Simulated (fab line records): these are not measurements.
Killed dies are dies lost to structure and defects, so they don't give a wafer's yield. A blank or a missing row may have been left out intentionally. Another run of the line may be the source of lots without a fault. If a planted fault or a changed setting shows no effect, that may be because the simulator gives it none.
Code-filled problem report in 8D (eight disciplines) form ; flow nand harc ; the parts of the form that need people (team, actions taken, sign-off) are left out

1. WHAT WENT WRONG
On 3 wafers of 1 lot, killed at other at NHARC_END_SORT_01 has a mean of 64.7; fault-free wafers read 1.0, standard deviation 1.3. Relative to the usual mean, that is a shift of +49 standard deviations.
Earliest sighting: wafer L638.4 on prober-01 at day 29 08:22. At this step, 27 wafers from 9 lots have a number in the record. By rule, "out" or "out of limits" means more than 4 standard deviations away from the usual mean. The other wafers with a number count as sound.

2. WHAT IT IS AND WHAT IT IS NOT
question;is;is not
which readings at this step;killed at other;killed at array, killed at periphery, killed open, killed short
which lots;L638;L626, L629, L630, L632, L633, L635, L636, L637
which wafers of those lots;all that have a number;-
read on which gauges;prober-01;prober-02
when;from day 29 08:22;up to then (24 sound wafers)

3. WHAT RULES OUT EACH SUSPECT
Counting: a tool stays on the suspect list if, at a process step up to the reading, it processed all lots that are out and no sound lot following the first of them.
- the gauge at NHARC_END_SORT_01: kept. All the wafers that are out were read on prober-01, and no step on other tools shows them out.
- rie diel-06 at NHARC_HYBRID_BOND_ACTIVATE_00 (chemistry N2, time 60 s): kept. It ran the lot that is out, L638 (day 27 21:47), and no sound lot after that; its last sound lot up to then is L636 (day 27 17:38).
- plasma asher-01 at NHARC_THIN_TSV_STRIP_62 (strips in N2/H2, time 20 s): kept. It ran the lot that is out, L638 (day 28 12:50), and no sound lot after that; its last sound lot up to then is L636 (day 28 08:32).
- pvd sputter-03 at NHARC_THIN_TSV_PVD_51 (deposits Cu, target thk 100 nm): kept. It ran the lot that is out, L638 (day 28 13:14), and no sound lot after that; its last sound lot up to then is L637 (day 27 20:40).
Left after counting: rie diel-06 at NHARC_HYBRID_BOND_ACTIVATE_00, plasma asher-01 at NHARC_THIN_TSV_STRIP_62, pvd sputter-03 at NHARC_THIN_TSV_PVD_51, prober-01 at NHARC_END_SORT_01.

4. THE CAUSE (what the simulator had put in)
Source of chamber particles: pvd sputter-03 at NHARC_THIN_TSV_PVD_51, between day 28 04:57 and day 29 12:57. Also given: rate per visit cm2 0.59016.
4 suspects survive the count, and this tool is in that group.

5. SEQUENCE OF EFFECTS, ordered by route
Each row: a reading where the mean over the struck wafers with a number is more than 3 standard deviations away from the usual. Only readings for which the record gives a usual standard deviation are gone through. hours: the time from each lot's start at the first step in this table that gives one to its start at this step, as a median over the lots. sigmas: the change in usual standard deviations.
hours;step;reading;usual;on struck wafers;change;sigmas
0;NHARC_END_SORT_01;defect limited yield;92.4 %;84.0;-8.4;-3.8
0;NHARC_END_SORT_01;killed at other;1.0;64.7;+63.7;+49
0;NHARC_END_SORT_01;killed dies;51;108;+57;+3.8
0;NHARC_END_SORT_01;sort_bin_2_pct;2.7 %;6.5;+3.8;+3.5
0;NHARC_END_SORT_01;sort_bin_3_pct;0.6 %;2.2;+1.6;+4.8
0;NHARC_END_SORT_01;sort n pass;626;569;-57;-3.8
0;NHARC_END_SORT_01;sort yield pct;92.4 %;84.0;-8.4;-3.8

6. WHAT WOULD HAVE CAUGHT IT SOONER
The first out-of-limits reading at a measuring or inspecting step in this record came at day 29 08:22, 27 hours after the fault's start at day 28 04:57.
An alarm limit of 4 standard deviations would not have fired on the tool readings at NHARC_THIN_TSV_PVD_51 for which the record gives a usual standard deviation, since none of them was out on any struck wafer.
By day 29 08:22, every lot that is out (1) had started NHARC_THIN_TSV_PVD_51 on pvd sputter-03. A hold on the tool at that time would have spared none of them.
